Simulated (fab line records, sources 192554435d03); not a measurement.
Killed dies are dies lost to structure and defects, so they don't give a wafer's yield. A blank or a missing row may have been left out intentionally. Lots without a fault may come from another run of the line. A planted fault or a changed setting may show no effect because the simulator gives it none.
Split-lot trial / flow n5-finfet / 21 wafers read from 7 lots, route of 1938 steps

== ABOUT THE SPLIT ==
At N5_DUMMY_GATE_COAT_09 (resist thk 30 nm), the setting spin-rpm was moved away from the recipe's 1500 rpm on 5 of the 21 wafers read, by -9.1% to +6.9%. The other wafers ran this setting at the recipe's value.

== FROM THE SPLIT TO THE READING: what the file shows between them, 3 steps ==
- N5_DUMMY_GATE_EBR_11
- N5_DUMMY_GATE_SOFTBAKE_10: time 60 s
- N5_DUMMY_GATE_DESCUM_20: chemistry O2, time 6.2 s

== THE READING ==
CAR-EUV_of_DUMMY_GATE_COAT_09.thk-nm (the simulator's own value, which no gauge read), in nm, at N5_DUMMY_GATE_ETCH_29 (etches underlayer in N2/H2, target depth 13 nm). The file does not state a usual value for it. Here, 16 wafers ran the recipe; their average is 18.9 nm with a standard deviation of 0.13 nm.

wafer=L075.1; tool, chamber at the split=litho-track-05, 0; spin-rpm as run, rpm=1500; against the recipe=recipe; CAR-EUV_of_DUMMY_GATE_COAT_09.thk-nm, nm=19; against lot-mates on the recipe=-
wafer=L075.2; tool, chamber at the split=litho-track-05, 0; spin-rpm as run, rpm=1500; against the recipe=recipe; CAR-EUV_of_DUMMY_GATE_COAT_09.thk-nm, nm=19; against lot-mates on the recipe=-
wafer=L075.6; tool, chamber at the split=litho-track-05, 0; spin-rpm as run, rpm=1500; against the recipe=recipe; CAR-EUV_of_DUMMY_GATE_COAT_09.thk-nm, nm=18.8; against lot-mates on the recipe=-
wafer=L076.1; tool, chamber at the split=litho-track-05, 0; spin-rpm as run, rpm=1604; against the recipe=+6.9%; CAR-EUV_of_DUMMY_GATE_COAT_09.thk-nm, nm=18; against lot-mates on the recipe=-1.0
wafer=L076.3; tool, chamber at the split=litho-track-05, 0; spin-rpm as run, rpm=1604; against the recipe=+6.9%; CAR-EUV_of_DUMMY_GATE_COAT_09.thk-nm, nm=18.2; against lot-mates on the recipe=-0.8
wafer=L076.5; tool, chamber at the split=litho-track-05, 0; spin-rpm as run, rpm=1500; against the recipe=recipe; CAR-EUV_of_DUMMY_GATE_COAT_09.thk-nm, nm=19; against lot-mates on the recipe=-
wafer=L080.2; tool, chamber at the split=litho-track-05, 0; spin-rpm as run, rpm=1364; against the recipe=-9.1%; CAR-EUV_of_DUMMY_GATE_COAT_09.thk-nm, nm=20.6; against lot-mates on the recipe=+1.4
wafer=L080.3; tool, chamber at the split=litho-track-05, 0; spin-rpm as run, rpm=1500; against the recipe=recipe; CAR-EUV_of_DUMMY_GATE_COAT_09.thk-nm, nm=19.2; against lot-mates on the recipe=-
wafer=L080.4; tool, chamber at the split=litho-track-05, 0; spin-rpm as run, rpm=1364; against the recipe=-9.1%; CAR-EUV_of_DUMMY_GATE_COAT_09.thk-nm, nm=20.4; against lot-mates on the recipe=+1.2
wafer=L083.3; tool, chamber at the split=litho-track-05, 0; spin-rpm as run, rpm=1500; against the recipe=recipe; CAR-EUV_of_DUMMY_GATE_COAT_09.thk-nm, nm=18.8; against lot-mates on the recipe=-
wafer=L083.4; tool, chamber at the split=litho-track-05, 0; spin-rpm as run, rpm=1500; against the recipe=recipe; CAR-EUV_of_DUMMY_GATE_COAT_09.thk-nm, nm=18.8; against lot-mates on the recipe=-
wafer=L083.5; tool, chamber at the split=litho-track-05, 0; spin-rpm as run, rpm=1500; against the recipe=recipe; CAR-EUV_of_DUMMY_GATE_COAT_09.thk-nm, nm=19; against lot-mates on the recipe=-
wafer=L084.1; tool, chamber at the split=litho-track-04, 0; spin-rpm as run, rpm=1500; against the recipe=recipe; CAR-EUV_of_DUMMY_GATE_COAT_09.thk-nm, nm=19; against lot-mates on the recipe=-
wafer=L084.5; tool, chamber at the split=litho-track-04, 0; spin-rpm as run, rpm=1500; against the recipe=recipe; CAR-EUV_of_DUMMY_GATE_COAT_09.thk-nm, nm=19; against lot-mates on the recipe=-
wafer=L084.2; tool, chamber at the split=litho-track-04, 0; spin-rpm as run, rpm=1500; against the recipe=recipe; CAR-EUV_of_DUMMY_GATE_COAT_09.thk-nm, nm=19.2; against lot-mates on the recipe=-
wafer=L092.3; tool, chamber at the split=litho-track-01, 0; spin-rpm as run, rpm=1500; against the recipe=recipe; CAR-EUV_of_DUMMY_GATE_COAT_09.thk-nm, nm=18.8; against lot-mates on the recipe=-
wafer=L092.4; tool, chamber at the split=litho-track-01, 0; spin-rpm as run, rpm=1500; against the recipe=recipe; CAR-EUV_of_DUMMY_GATE_COAT_09.thk-nm, nm=18.8; against lot-mates on the recipe=-
wafer=L092.5; tool, chamber at the split=litho-track-01, 0; spin-rpm as run, rpm=1500; against the recipe=recipe; CAR-EUV_of_DUMMY_GATE_COAT_09.thk-nm, nm=18.8; against lot-mates on the recipe=-
wafer=L094.1; tool, chamber at the split=litho-track-05, 0; spin-rpm as run, rpm=1500; against the recipe=recipe; CAR-EUV_of_DUMMY_GATE_COAT_09.thk-nm, nm=19; against lot-mates on the recipe=-
wafer=L094.5; tool, chamber at the split=litho-track-05, 0; spin-rpm as run, rpm=1500; against the recipe=recipe; CAR-EUV_of_DUMMY_GATE_COAT_09.thk-nm, nm=19; against lot-mates on the recipe=-
wafer=L094.4; tool, chamber at the split=litho-track-05, 0; spin-rpm as run, rpm=1452; against the recipe=-3.2%; CAR-EUV_of_DUMMY_GATE_COAT_09.thk-nm, nm=19.4; against lot-mates on the recipe=+0.4

FIT RESULTS
A straight line over all 21 wafers: CAR-EUV_of_DUMMY_GATE_COAT_09.thk-nm changes by -0.152 nm for each +1% of spin-rpm; r = -0.97; the points scatter about the line by 0.15 nm.
The same after taking each lot's own level away (the mean of its wafers on the recipe; 21 wafers): -0.138 nm for each +1%; r = -0.99; scatter 0.083 nm.
On that fit, the largest move of spin-rpm shifts the reading by 1.2 nm.
Across the lots, their own levels run from 18.80 to 19.20 nm, a range of 3.0 times the standard deviation given above.
So the slope is not independent of the lot-to-lot level: the two fits are not the same.
Check: for one of the wafers moved furthest among these (-9.1%), held out of the fit, the line's prediction against its lot-mates is +1.19 nm. It came out at +1.4 nm against them.

== FURTHER SPLITS ON THESE WAFERS ==
Note: prior to the reading, these wafers also went through further splits. Each is held against what the fit with the lots' levels taken away leaves over:
other split on the same wafers=N5_FIN_CUT_EXPOSE_05 dose-mj; wafers away from the commonest value=10; r with CAR-EUV_of_DUMMY_GATE_COAT_09.thk-nm (lot level and that fit taken away)=-0.21

== THE WHOLE CHAIN: every reading that the file lists as answering this split, in the file's order ==
step=N5_DUMMY_GATE_COAT_09; what it does=resist thk 30 nm; reading=CAR-EUV_of_DUMMY_GATE_COAT_09.thk-nm (the simulator's own value, which no gauge read); change (the file's fit)=-0.148 nm for each +1% of the setting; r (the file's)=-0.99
step=N5_DUMMY_GATE_DESCUM_20; what it does=chemistry O2, time 6.2 s; reading=CAR-EUV_of_DUMMY_GATE_COAT_09.thk-nm (the simulator's own value, which no gauge read); change (the file's fit)=-0.156 nm for each +1% of the setting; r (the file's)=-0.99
step=N5_DUMMY_GATE_ETCH_29; what it does=etches underlayer in N2/H2, target depth 13 nm; reading=CAR-EUV_of_DUMMY_GATE_COAT_09.thk-nm (the simulator's own value, which no gauge read); change (the file's fit)=-0.137 nm for each +1% of the setting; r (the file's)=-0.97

== THE FILE'S OWN FIT ==
CAR-EUV_of_DUMMY_GATE_COAT_09.thk-nm changes by -0.137 nm for each +1% of spin-rpm, r = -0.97.
